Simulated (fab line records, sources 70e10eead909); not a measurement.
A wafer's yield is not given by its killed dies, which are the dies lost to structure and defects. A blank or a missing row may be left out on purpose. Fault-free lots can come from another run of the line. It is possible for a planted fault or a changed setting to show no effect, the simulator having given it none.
Matching of chambers    flow nand_harc    4 sister chambers for NHARC_A_STAIRCASE_ALD_415 on ald_hk-04
The step deposits SiO2, target thk 30 nm, pulse time 6 s, ald cycles 300. 22 wafers are shown with their chamber, then 11 later ones without.

== WAFERS, EACH WITH ITS CHAMBER ==
wafer   chamber  heater_power_w (W)  precursor_pulse_height_rel
L074.1  3        472                 0.995
L074.2  0        529                 1.014
L074.4  2        534                 1.002
L077.1  1        550                 0.999
L077.5  0        536                 0.997
L077.6  1        527                 0.998
L083.1  3        493                 1.056
L083.4  0        524                 1.001
L083.5  3        493                 0.984
L085.1  1        558                 1.001
L085.3  2        546                 1.015
L085.6  0        521                 0.991
L084.2  2        552                 1.022
L084.3  0        506                 1.020
L084.6  1        547                 1.018
L086.2  2        538                 0.998
L086.3  3        496                 1.031
L086.4  0        527                 0.994
L087.2  2        531                 1.021
L087.3  1        559                 0.999
L087.6  3        493                 0.983
L089.3  1        552                 0.992

SIGNATURES (means of the wafers above)
reading                     chamber 0  chamber 1  chamber 2  chamber 3  scatter within a chamber
heater_power_w              523.83     548.83     540.20     489.40     10.2
precursor_pulse_height_rel  1.00283    1.00117    1.01160    1.00980    0.0178
Rule: for each reading, subtract the chamber's mean from the wafer's reading, divide by that reading's scatter and square the result; add these up over the readings and take the root, which gives the wafer's distance from the chamber. The wafer belongs to the nearest chamber; if the next one is less than 2 further off, it can't be placed. The scatter is the square root of a quotient: the sum, over the shown wafers, of each reading's squared deviation from its chamber's mean, divided by wafers minus chambers.

== WAFERS WHOSE CHAMBER IS MISSING ==
wafer   heater_power_w (W)  precursor_pulse_height_rel
L089.5  548                 1.034
L089.6  522                 1.011
L090.1  485                 0.991
L090.2  544                 1.000
L090.3  546                 1.050
L092.3  546                 1.003
L092.4  488                 1.015
L092.5  519                 0.971
L096.1  525                 0.989
L096.3  537                 0.979
L096.5  557                 0.978

== THE CHAMBER EACH PASSED THROUGH ==
wafer   from the rows above                in truth
L089.5  can't be placed: 2 or 1 or 0       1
L089.6  can't be placed: 0 or 2            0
L090.1  3                                  3
L090.2  can't be placed: 1 or 2 or 0       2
L090.3  can't be placed: 2 or 1 or 0       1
L092.3  can't be placed: 1 or 2 or 0       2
L092.4  3                                  3
L092.5  can't be placed: 0 or 2 or 1 or 3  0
L096.1  can't be placed: 0 or 2 or 1       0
L096.3  can't be placed: 1 or 2 or 0       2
L096.5  can't be placed: 1 or 2            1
2 of 11 placed correctly. Unplaceable from these rows: 9, with the true chamber sitting among the candidates in 9. Wrongly placed: 0.
